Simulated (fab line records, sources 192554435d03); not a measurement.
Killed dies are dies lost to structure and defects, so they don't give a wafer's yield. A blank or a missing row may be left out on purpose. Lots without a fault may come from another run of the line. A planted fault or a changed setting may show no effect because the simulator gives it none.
Chamber matching | flow n5_finfet | N5_BEOL_M7_ETCH_65 on rie_diel-04: 4 sister chambers
The step etches SiARC in CF4, target depth 15.6 nm, time 26 s. 30 wafers are shown with their chamber, then 12 later ones without.

WAFERS WITH THEIR CHAMBER
wafer  | chamber | drypump_motor_current_A (A) | showerhead_plenum_p_Torr (Torr) | throttle_valve_pct (%)
L077.2 | 1       | 5.5                         | 2.19                            | 15.76
L077.3 | 0       | 6.0                         | 2.06                            | 15.66
L077.4 | 2       | 4.8                         | 2.09                            | 15.34
L075.2 | 1       | 5.5                         | 2.19                            | 15.79
L075.5 | 3       | 4.9                         | 2.13                            | 15.87
L075.6 | 0       | 6.0                         | 2.06                            | 15.69
L080.2 | 2       | 4.9                         | 2.09                            | 15.39
L080.5 | 2       | 4.9                         | 2.09                            | 15.36
L080.6 | 1       | 5.5                         | 2.19                            | 15.80
L081.2 | 0       | 6.0                         | 2.06                            | 15.71
L081.3 | 2       | 4.8                         | 2.09                            | 15.37
L081.5 | 2       | 4.9                         | 2.09                            | 15.37
L082.2 | 3       | 5.0                         | 2.13                            | 15.87
L082.4 | 1       | 5.5                         | 2.19                            | 15.82
L082.5 | 3       | 4.9                         | 2.13                            | 15.88
L084.1 | 2       | 4.8                         | 2.09                            | 15.38
L084.5 | 1       | 5.5                         | 2.19                            | 15.83
L084.6 | 2       | 4.8                         | 2.09                            | 15.39
L085.3 | 3       | 4.9                         | 2.12                            | 15.90
L085.4 | 0       | 6.0                         | 2.05                            | 15.72
L085.5 | 2       | 4.8                         | 2.09                            | 15.39
L088.1 | 1       | 5.5                         | 2.18                            | 15.83
L088.2 | 0       | 6.0                         | 2.05                            | 15.72
L088.3 | 2       | 4.8                         | 2.08                            | 15.40
L089.1 | 3       | 4.9                         | 2.12                            | 15.90
L089.3 | 0       | 6.0                         | 2.05                            | 15.74
L089.6 | 1       | 5.5                         | 2.18                            | 15.84
L091.1 | 3       | 4.9                         | 2.12                            | 15.90
L091.3 | 2       | 4.9                         | 2.08                            | 15.43
L091.4 | 1       | 5.5                         | 2.18                            | 15.84

SIGNATURES (means of the wafers above)
reading                  | chamber 0 | chamber 1 | chamber 2 | chamber 3 | scatter within a chamber
drypump_motor_current_A  | 6.000     | 5.500     | 4.840     | 4.917     | 0.0353
showerhead_plenum_p_Torr | 2.0550    | 2.1863    | 2.0880    | 2.1250    | 0.00499
throttle_valve_pct       | 15.7067   | 15.8138   | 15.3820   | 15.8867   | 0.0248
Rule: a wafer's distance from a chamber is the root of the sum, over the readings, of the square of ((its reading less the chamber's mean) divided by the reading's scatter). The wafer belongs to the nearest chamber; if the next one is less than 2 further off, it can't be placed. The scatter: the root of (the sum of the squares of (reading less its chamber's mean) over the shown wafers, divided by (wafers less chambers)).

WAFERS WITHOUT THEIR CHAMBER
wafer  | drypump_motor_current_A (A) | showerhead_plenum_p_Torr (Torr) | throttle_valve_pct (%)
L090.2 | 4.9                         | 2.12                            | 15.92
L090.3 | 6.0                         | 2.05                            | 15.74
L090.6 | 5.5                         | 2.18                            | 15.84
L092.1 | 4.9                         | 2.12                            | 15.90
L092.3 | 5.5                         | 2.18                            | 15.82
L092.6 | 6.1                         | 2.05                            | 15.74
L093.1 | 4.9                         | 2.08                            | 15.43
L093.3 | 6.0                         | 2.05                            | 15.73
L093.6 | 4.9                         | 2.12                            | 15.90
L094.2 | 5.5                         | 2.18                            | 15.86
L094.3 | 4.9                         | 2.12                            | 15.93
L094.6 | 4.9                         | 2.12                            | 15.91

WHICH CHAMBER EACH WENT THROUGH
wafer  | from the rows above | in truth
L090.2 | 3                   | 3
L090.3 | 0                   | 0
L090.6 | 1                   | 1
L092.1 | 3                   | 3
L092.3 | 1                   | 1
L092.6 | 0                   | 0
L093.1 | 2                   | 2
L093.3 | 0                   | 0
L093.6 | 3                   | 3
L094.2 | 1                   | 1
L094.3 | 3                   | 3
L094.6 | 3                   | 3
Placed correctly: 12 of 12. Can't be placed from these rows: 0. Placed wrongly: 0.
